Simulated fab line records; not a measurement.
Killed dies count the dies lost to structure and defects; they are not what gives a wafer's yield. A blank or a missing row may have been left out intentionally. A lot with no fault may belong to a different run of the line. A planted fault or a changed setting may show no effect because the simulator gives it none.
A struck lot beside a sound one	flow nand-harc	40 out of 1159 route steps
Sound: these wafers, L148.2, L148.5, L148.6. Struck: wafer L160.4 (left out: L160.1, L160.3 of the same lot, which were not struck); the cause appears at the end.
For every step that has rows: the tool of each side, followed by ch and its chambers, followed by its first start. Under that, the readings that differ: sound wafers	struck wafers	difference of the means	sigmas: that difference in standard deviations of wafers without a fault.
alike: readings whose means differ by less than 2 such deviations, and words and numbers that are the same on both sides. not compared: withheld readings, readings that some wafer has no value for, bounds like >300 that may hide the same value, and numbers for which the record gives no deviation and whose values overlap.
A row with sigmas, a row that says differs or no value, or rows on one side alone: a step with any of these is where the two part. Numbers that have no deviation but don't overlap get no sigmas and don't part them. A reading missing from all wafers of one side parts the sides only when that side holds two or more wafers.

first, 11 steps without rows for these wafers: NHARC_A_STAIRCASE_SRD_174; NHARC_A_STAIRCASE_DEHYDRATE_01 (time 120 s); NHARC_A_STAIRCASE_HMDS_02 (time 30 s); NHARC_A_STAIRCASE_COAT_03; NHARC_A_STAIRCASE_SOFTBAKE_04 (time 170 s); NHARC_A_STAIRCASE_EBR_05; NHARC_A_STAIRCASE_EXPOSE_06 (exposes mask STAIR); NHARC_A_STAIRCASE_PEB_07 (peb time 130 s); NHARC_A_STAIRCASE_DEVELOP_08 (time 140 s); NHARC_A_STAIRCASE_HARDBAKE_10 (time 140 s); NHARC_A_STAIRCASE_DESCUM_11 (chemistry O2, time 3 s).
NHARC_A_STAIRCASE_TRIM_12: chemistry O2, time 211.2 s.
  sound on rie-diel-13 ch 0,1,2, day 11 11:31; struck on rie-diel-09 ch 1, day 13 21:04
reading	sound	struck	difference	sigmas
showerhead-plenum-p-Torr (Torr)	3.60 3.46 3.34	3.80	+0.33	+2
  alike: chamber-pressure-mTorr, drypump-motor-current-A, oes-product-au, rf-vpp-V, throttle-valve-pct
  not compared: rf-hours-counter-h
NHARC_A_STAIRCASE_ETCH_13: etches the open film in C4F8/O2, target depth 100 nm, time 40.5 s.
  sound on rie-diel-13 ch 0,1,3; struck on rie-diel-09 ch 2
  alike: chamber-pressure-mTorr, oes-product-au, rf-vpp-V
  not compared: rf-hours-counter-h
NHARC_A_STAIRCASE_TRIM_14: chemistry O2, time 211.2 s.
  sound on rie-diel-13 ch 0,1; struck on rie-diel-09 ch 3
reading	sound	struck	difference	sigmas
throttle-valve-pct (%)	17.034 17.016 17.037	17.051	+0.022	+2
  alike: chamber-pressure-mTorr, drypump-motor-current-A, oes-product-au, rf-vpp-V, showerhead-plenum-p-Torr
  not compared: rf-hours-counter-h
NHARC_A_STAIRCASE_ETCH_15: etches the open film in C4F8/O2, target depth 100 nm, time 40.5 s.
  sound on rie-diel-13 ch 0,1,2; struck on rie-diel-09 ch 3
  alike: chamber-pressure-mTorr, oes-product-au, rf-vpp-V
  not compared: rf-hours-counter-h
then, 9 steps without rows for these wafers: NHARC_A_STAIRCASE_TRIM_16 (chemistry O2, time 211.2 s); NHARC_A_STAIRCASE_ETCH_17 (etches the open film in C4F8/O2, target depth 100 nm, time 40.5 s); NHARC_A_STAIRCASE_TRIM_18 (chemistry O2, time 211.2 s); NHARC_A_STAIRCASE_ETCH_19 (etches the open film in C4F8/O2, target depth 100 nm, time 40.5 s); NHARC_A_STAIRCASE_TRIM_20 (chemistry O2, time 211.2 s); NHARC_A_STAIRCASE_ETCH_21 (etches the open film in C4F8/O2, target depth 100 nm, time 40.5 s); NHARC_A_STAIRCASE_TRIM_22 (chemistry O2, time 211.2 s); NHARC_A_STAIRCASE_ETCH_23 (etches the open film in C4F8/O2, target depth 100 nm, time 40.5 s); NHARC_A_STAIRCASE_TRIM_24 (chemistry O2, time 211.2 s).
NHARC_A_STAIRCASE_ETCH_25: etches the open film in C4F8/O2, target depth 100 nm, time 40.5 s.
  sound on rie-diel-13 ch 1,2,3; struck on rie-diel-09 ch 1
reading	sound	struck	difference	sigmas
rf-vpp-V (V)	886 890 893	905	+15	+3
  alike: chamber-pressure-mTorr, oes-product-au
  not compared: rf-hours-counter-h
then, 2 steps without rows for these wafers: NHARC_A_STAIRCASE_TRIM_26 (chemistry O2, time 211.2 s); NHARC_A_STAIRCASE_ETCH_27 (etches the open film in C4F8/O2, target depth 100 nm, time 40.5 s).
NHARC_A_STAIRCASE_STRIP_175: strips in O2.
  sound on plasma-asher-02 ch 0,1, day 11 14:15; struck on plasma-asher-02 ch 1, day 13 23:12
  alike: drypump-motor-current-A, heater-power-w
  not compared: rf-hours-counter-h
then, 11 steps without rows for these wafers: NHARC_A_STAIRCASE_STRIP_148 (strips in SPM, time 900 s); NHARC_A_STAIRCASE_PRECLEAN_149 (cleans in SC1); NHARC_A_STAIRCASE_SRD_150; NHARC_A_STAIRCASE_DEHYDRATE_176 (time 120 s); NHARC_A_STAIRCASE_HMDS_177 (time 30 s); NHARC_A_STAIRCASE_COAT_178; NHARC_A_STAIRCASE_SOFTBAKE_179 (time 170 s); NHARC_A_STAIRCASE_EBR_180; NHARC_A_STAIRCASE_EXPOSE_181 (exposes mask STAIR 2); NHARC_A_STAIRCASE_PEB_182 (peb time 130 s); NHARC_A_STAIRCASE_DEVELOP_183 (time 140 s).
-- the record jumps here: 10 days lie between the struck wafers' starts before and after (it left off in module A_STAIRCASE and takes up again in module END, whose first step shown is number 1159 of the route) --
NHARC_END_SORT_01:
  only the struck wafers appear in the record here, on prober-02 ch 0 at day 24 07:16; the sound ones have no rows

## WHERE THEY PART
First at NHARC_A_STAIRCASE_TRIM_12; last, within this record, at NHARC_END_SORT_01.

WHY: what the simulator had put in
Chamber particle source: rie-diel-09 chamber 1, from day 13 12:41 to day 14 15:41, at NHARC_A_STAIRCASE_TRIM_12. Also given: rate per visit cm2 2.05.
